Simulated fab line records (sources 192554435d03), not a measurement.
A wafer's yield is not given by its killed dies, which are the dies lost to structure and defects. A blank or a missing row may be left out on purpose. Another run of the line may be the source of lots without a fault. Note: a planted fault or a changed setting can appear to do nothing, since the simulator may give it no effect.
Code-filled problem report in 8D (eight disciplines) form ; flow n5 finfet ; the parts of the form that need people (team, actions taken, sign-off) are left out

== 1. PROBLEM STATEMENT ==
Mean of sort_bin_5_function at N5_PASSIVATION_PROBE_49: 96.3 % across 6 wafers in 2 lots; on wafers with no fault it is 5.0 % (standard deviation 0.91). That is +99 or more standard deviations from the usual mean.
Earliest sighting: wafer L320.1 on prober-01 at day 14 19:10. The record holds 13 wafers of 5 lots with a number at this step. By rule, "out" or "out of limits" means more than 4 standard deviations away from the usual mean. Any other wafer with a number is counted as sound.

== 2. WHAT IT IS, AND WHAT IT ISN'T ==
question;is;is not
which readings at this step;sort_bin_5_function, defect limited yield, killed at front end, killed dies, killed on rim, sort n pass, sort yield pct;killed_at_M0_to_M3, killed_at_M4_up, killed at contacts, killed open, sort_bin_4_leakage, sort_bin_8_speed
which lots;L320, L321;L329, L330, L331
which wafers of those lots;all that have a number;-
read on which tools;prober-01;prober-02
when;from day 14 19:10;"up to then (0 sound wafers); but 7 sound wafers of L329, L330, L331 came after"

== 3. WHAT RULES OUT EACH SUSPECT ==
Counting: a tool at a process step up to the reading stays a suspect if it ran every lot that is out and no sound lot after the first of them.
- rie si-03 at N5_FIN_SAQP_MANDREL1_REMOVE_56 (chemistry HBr/Cl2/O2, target a-Si, stops on SiNx, bt time 10 s): ruled out as a lasting fault. Following L320 (day 4 12:34), the first lot on it that is out, the sound lots L330 were run on it.
- vapor etch-02 at N5_FIN_SAQP_RECESS_63 (chemistry HF/NH3, target SiO2, target depth 18 nm, afs cycles 3, sublimation time 60 s): ruled out as a lasting fault. Following L320 (day 4 13:01), the first lot on it that is out, the sound lots L329, L330, L331 were run on it.
- prober-01 at N5_PASSIVATION_PROBE_49: ruled out as a lasting fault. Following L320 (day 14 19:10), the first lot on it that is out, the sound lots L330, L329 were run on it.
Left after counting: nothing in the record.

== 4. THE CAUSE (what the simulator had put in) ==
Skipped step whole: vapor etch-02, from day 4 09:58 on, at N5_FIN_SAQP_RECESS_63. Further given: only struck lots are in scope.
It was ruled out by counting, in error; the rule expects a fault to strike all lots run on its tool from its start on, and this fault did not.

== 5. THE EFFECT CHAIN, in route order ==
Each row: a reading where the mean over the struck wafers with a number is more than 3 standard deviations away from the usual. Readings are gone through only where the record gives a usual standard deviation; hours: the median, over the lots, of the time from a lot's start at the first step in this table giving one to that lot's start at this step; sigmas: the change measured in usual standard deviations.
hours;step;reading;usual;on struck wafers;change;sigmas
0;N5_PASSIVATION_PROBE_49;defect limited yield;91.3 %;0.0;-91.3;-65
0;N5_PASSIVATION_PROBE_49;killed at front end;41;1119;+1078;+90
0;N5_PASSIVATION_PROBE_49;killed dies;103;1180;+1077;+63
0;N5_PASSIVATION_PROBE_49;killed on rim;14;152;+138;+34
0;N5_PASSIVATION_PROBE_49;sort_bin_5_function;5.0 %;96.3;+91.3;+99 or more
0;N5_PASSIVATION_PROBE_49;sort n pass;1076;0;-1076;-63
0;N5_PASSIVATION_PROBE_49;sort yield pct;91.2 %;0.0;-91.2;-65
Its process steps:
- N5_PASSIVATION_PROBE_49
Readings that are blank on the struck wafers while sound wafers have them: drypump motor current A at N5_FIN_SAQP_RECESS_63.

== 6. HOW IT WOULD HAVE BEEN CAUGHT EARLIER ==
In this record no reading fell out of limits until day 14 19:10, 249 hours after the fault had begun at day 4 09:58.
At N5_FIN_SAQP_RECESS_63 the tool's readings are blank on the struck wafers, where sound wafers have them: an empty tool record is the first sign, and it was there at once.
